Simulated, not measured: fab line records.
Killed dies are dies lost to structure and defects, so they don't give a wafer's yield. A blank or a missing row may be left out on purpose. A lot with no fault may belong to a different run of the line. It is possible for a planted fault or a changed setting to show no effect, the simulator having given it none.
A lot that was struck, set against a sound lot / flow nand_harc / 42 steps out of a route of 1302
Sound: these wafers, L950.2, L950.4, L950.6. Struck: wafers L961.4, L961.6. (L961.5 of the same lot was not struck and is left out.) The cause comes at the end.
Order at every step that has rows: each side's tool, ch and its chambers, its first start. Under that, the readings that differ: sound wafers / struck wafers / difference of the means / sigmas: that difference in standard deviations of wafers without a fault.
alike: readings whose means differ by less than 2 such deviations, and words and numbers that are the same on both sides. not compared: withheld readings, readings that some wafer has no value for, bounds like >300 that may hide the same value, and numbers for which the record gives no deviation and whose values overlap.
Wherever a step has rows on one side only, a row that says differs or no value, or a row with sigmas, the two part there. When numbers do not overlap yet have no deviation, they are printed without sigmas and do not part them. A reading that every wafer of one side lacks parts them only if that side has two wafers or more.

NHARC_A_BLC_OVL_MEAS_11:
  sound on overlay-02 at day 25 02:12; struck on overlay-02 at day 29 22:57
  alike: overlay_x_nm, overlay_y_nm
NHARC_A_BLC_INSPECT_12:
  sound on defect_inspect-02 at day 25 02:14; struck on defect_inspect-02 at day 29 22:59
  alike: raw_defect_count
then, 2 steps without rows for these wafers: NHARC_A_BLC_DESCUM_15 (chemistry O2, time 3 s); NHARC_A_BLC_ETCH_16 (etches the open film in CF4, target depth 39 nm, time 65 s).
NHARC_A_BLC_ETCH_17: etches the open film in N2/H2, target depth 390 nm, time 609.38 s.
  sound: rie_diel-12 ch 0,2,3; struck: rie_diel-02 ch 0,2
  alike: drypump_motor_current_A, mfc_ar_sccm, oes_product_au, rf_vpp_V, showerhead_plenum_p_Torr, throttle_valve_pct
  not compared: rf_hours_counter_h
then, 1 step without rows for these wafers: NHARC_A_BLC_ETCH_18 (etches the open film in C4F8/O2/Ar, target depth 910 nm).
NHARC_A_BLC_CD_MEAS_19:
  sound on cd_sem-01 at day 25 03:16; struck on cd_sem-01 at day 30 00:02
  alike: cd_nm
then, 5 steps without rows for these wafers: NHARC_A_BLC_STRIP_29 (strips in CF4); NHARC_A_BLC_STRIP_21 (strips in O2); NHARC_A_BLC_STRIP_22 (strips in post etch residue remover, time 600 s); NHARC_A_BLC_DEGAS_30 (time 60 s); NHARC_A_BLC_PRE_CLEAN_31 (time 15 s).
NHARC_A_BLC_PVD_32: deposits Ti, target thk 5 nm, time 17.7 s.
  sound on pvd_sputter-01 at day 25 04:01; struck on pvd_sputter-03 at day 30 00:45
  alike: throttle_valve_pct
then, 1 step without rows for these wafers: NHARC_A_BLC_ALD_23 (deposits TiN, target thk 3 nm, pulse time 1 s, ald cycles 150).
NHARC_A_BLC_CVD_24: deposits W, target thk 150 nm, time 434 s.
  sound: cvd_w-02 ch 0,1; struck: cvd_w-01 ch 0,1
reading=throttle_valve_pct (%); sound=7.97 8.40 8.39; struck=7.67 7.74; difference=-0.55; sigmas=-2
  alike: heater_power_w, mfc_ar_sccm
  not compared: since_wet_clean_h
then, 2 steps without rows for these wafers: NHARC_A_BLC_CMP_25 (polishes, t overpolish 30 s, target thk 150 nm); NHARC_A_BLC_SRD_27.
NHARC_A_BLC_INSPECT_28:
  sound on defect_inspect-01 at day 25 05:14; struck on defect_inspect-01 at day 30 01:59
  alike: raw_defect_count
then, 10 steps without rows for these wafers: NHARC_A_M0_DEP_00 (deposits SiOC, target thk 150 nm); NHARC_A_M0_DEHYDRATE_01 (time 120 s); NHARC_A_M0_HMDS_02 (time 30 s); NHARC_A_M0_COAT_33 (time 65 s); NHARC_A_M0_COAT_03 (resist thk 90 nm); NHARC_A_M0_SOFTBAKE_04 (time 55 s); NHARC_A_M0_EBR_05; NHARC_A_M0_EXPOSE_06 (exposes mask A M0, target cd 80 nm); NHARC_A_M0_PEB_07 (peb time 65 s); NHARC_A_M0_DEVELOP_08 (develop time 35 s).
NHARC_A_M0_CD_MEAS_09: the cd target is 80 nm.
  the record has rows for the sound wafers here (cd_sem-02 ch 0, day 25 06:01) and none for the struck ones
NHARC_A_M0_OVL_MEAS_10: pitch 160 nm.
  the record has rows for the sound wafers here (overlay-02, day 25 06:06) and none for the struck ones
NHARC_A_M0_INSPECT_11:
  the record has rows for the sound wafers here (defect_inspect-01, day 25 06:08) and none for the struck ones
NHARC_A_M0_DESCUM_14: chemistry O2, time 3 s.
  the record has rows for the sound wafers here (rie_diel-13 ch 0,1, day 25 06:12) and none for the struck ones
then, 2 steps without rows for these wafers: NHARC_A_M0_ETCH_34 (etches the open film in N2/H2, target depth 40 nm, overetch 12 nm, time 43.94 s); NHARC_A_M0_ETCH_15 (etches the open film in C4F8/Ar, target depth 150 nm, overetch 15 nm, time 82.5 s).
NHARC_A_M0_CD_MEAS_16:
  the record has rows for the sound wafers here (cd_sem-02, day 25 06:30) and none for the struck ones
then, 4 steps without rows for these wafers: NHARC_A_M0_STRIP_18 (strips in N2/H2); NHARC_A_M0_STRIP_19 (strips in post etch residue remover, time 600 s); NHARC_A_M0_DEGAS_28 (time 60 s); NHARC_A_M0_PRE_CLEAN_29 (time 30 s).
NHARC_A_M0_PVD_20: deposits TaN, target thk 5 nm, time 8.06 s.
  the record has rows for the sound wafers here (pvd_sputter-03) and none for the struck ones
NHARC_A_M0_PVD_21: deposits Cu, target thk 30 nm, time 20.49 s.
  the record has rows for the sound wafers here (pvd_sputter-03) and none for the struck ones
NHARC_END_SORT_01:
  sound on prober-01 ch 0, day 27 00:45; struck on prober-02 ch 0, day 31 17:25
reading=killed_at_array; sound=44 51 50; struck=664 675; difference=+621; sigmas=+33
reading=killed_at_other; sound=0 1 0; struck=7 1; difference=+4; sigmas=+3
reading=killed_dies; sound=47 55 50; struck=677 677; difference=+626; sigmas=+33
  alike: killed_at_periphery, killed_open, killed_short

== WHERE THEY PART ==
First at NHARC_A_BLC_CVD_24; last, within this record, at NHARC_END_SORT_01.

WHY: what the simulator had put in
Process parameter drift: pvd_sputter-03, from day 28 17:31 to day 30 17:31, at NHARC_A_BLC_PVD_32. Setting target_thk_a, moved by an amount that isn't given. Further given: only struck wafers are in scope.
